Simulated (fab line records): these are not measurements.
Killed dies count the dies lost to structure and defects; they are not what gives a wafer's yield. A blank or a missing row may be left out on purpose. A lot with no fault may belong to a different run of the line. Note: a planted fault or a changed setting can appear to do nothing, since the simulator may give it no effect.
A lot that was struck, set against a sound lot + flow nand harc + 14 out of 1302 route steps
Sound: the wafers L971.3, L971.5, L971.6. Struck: wafer L973.1 (left out: L973.2, L973.6 of the same lot, which were not struck); the cause appears at the end.
Each step with rows lists, per side, the tool, then ch with its chambers, then its first start. Under that, the readings that differ: sound wafers + struck wafers + difference of the means + sigmas: that difference in standard deviations of wafers without a fault.
alike: a reading whose means differ by less than 2 such deviations, as well as words and numbers matching on both sides. not compared: withheld readings; readings where some wafer has no value; bounds like >300 that might hide an equal value; numbers whose values overlap and for which the record gives no deviation.
Wherever a step has rows on one side only, a row that says differs or no value, or a row with sigmas, the two part there. Non-overlapping numbers with no deviation appear without sigmas and do not part them. A reading missing from all wafers of one side parts the sides only when that side holds two or more wafers.

NHARC_P_BONDPAD_INSPECT_23:
  sound on defect inspect-02 at day 9 03:37; struck on defect inspect-02 at day 9 20:14
  alike: raw defect count
NHARC_P_BONDPAD_ACTIVATE_29: chemistry N2, time 60 s.
  sound on rie diel-05 ch 0,2,3, day 9 03:41; struck on rie diel-08 ch 1, day 9 20:18
  alike: drypump motor current A, oes product au, rf vpp V, showerhead plenum p Torr
  not compared: rf hours counter h
then, 2 steps without rows for these wafers: NHARC_P_BONDPAD_PRECLEAN_30 (cleans in DIW, time 300 s); NHARC_P_BONDPAD_SRD_31 (time 30 s, dry time 20 s).
NHARC_A_START_INSPECT_01:
  sound on defect inspect-02 at day 9 04:06; struck on defect inspect-01 at day 9 20:41
  alike: raw defect count
then, 6 steps without rows for these wafers: NHARC_A_ZERO_WELL_PRECLEAN_00 (cleans in SPM, time 600 s); NHARC_A_ZERO_WELL_SRD_01; NHARC_A_ZERO_WELL_DEHYDRATE_02 (time 120 s); NHARC_A_ZERO_WELL_HMDS_03 (time 30 s); NHARC_A_ZERO_WELL_COAT_18 (time 65 s); NHARC_A_ZERO_WELL_COAT_04 (resist thk 600 nm).
NHARC_A_ZERO_WELL_SOFTBAKE_05: time 70 s.
  sound on litho track-02 ch 0, day 9 04:00; struck on litho track-02 ch 0, day 9 21:00
| reading                  | sound             | struck | difference | sigmas |
|--------------------------|-------------------|--------|------------|--------|
| exhaust pa (Pa)          | 46.1 46.1 47.3    | 44.2   | -2.3       | -2     |
| heater power total W (W) | 199.0 202.4 200.3 | 207.3  | +6.7       | +5     |
next, for these wafers, 1 step has no rows: NHARC_A_ZERO_WELL_EBR_06.
-- break in the record here, with 18 days between the starts of the struck wafers on either side (left off in module A_ZERO_WELL, picked up again in module END, where the first step shown is number 1302 on the route) --
NHARC_END_SORT_01:
  sound on prober-02 ch 0, day 27 09:12; struck on prober-01 ch 0, day 27 15:20
  alike: killed at array, killed at other, killed at periphery, killed dies, killed open, killed short

WHERE THEY PART
NHARC_A_ZERO_WELL_SOFTBAKE_05 only, going by this record. Later steps at which nothing parts them and some readings are alike: NHARC_END_SORT_01.

WHY: what the simulator had put in
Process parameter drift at NHARC_A_ZERO_WELL_SOFTBAKE_05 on litho track-02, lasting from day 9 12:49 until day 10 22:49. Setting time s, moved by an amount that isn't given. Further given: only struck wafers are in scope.
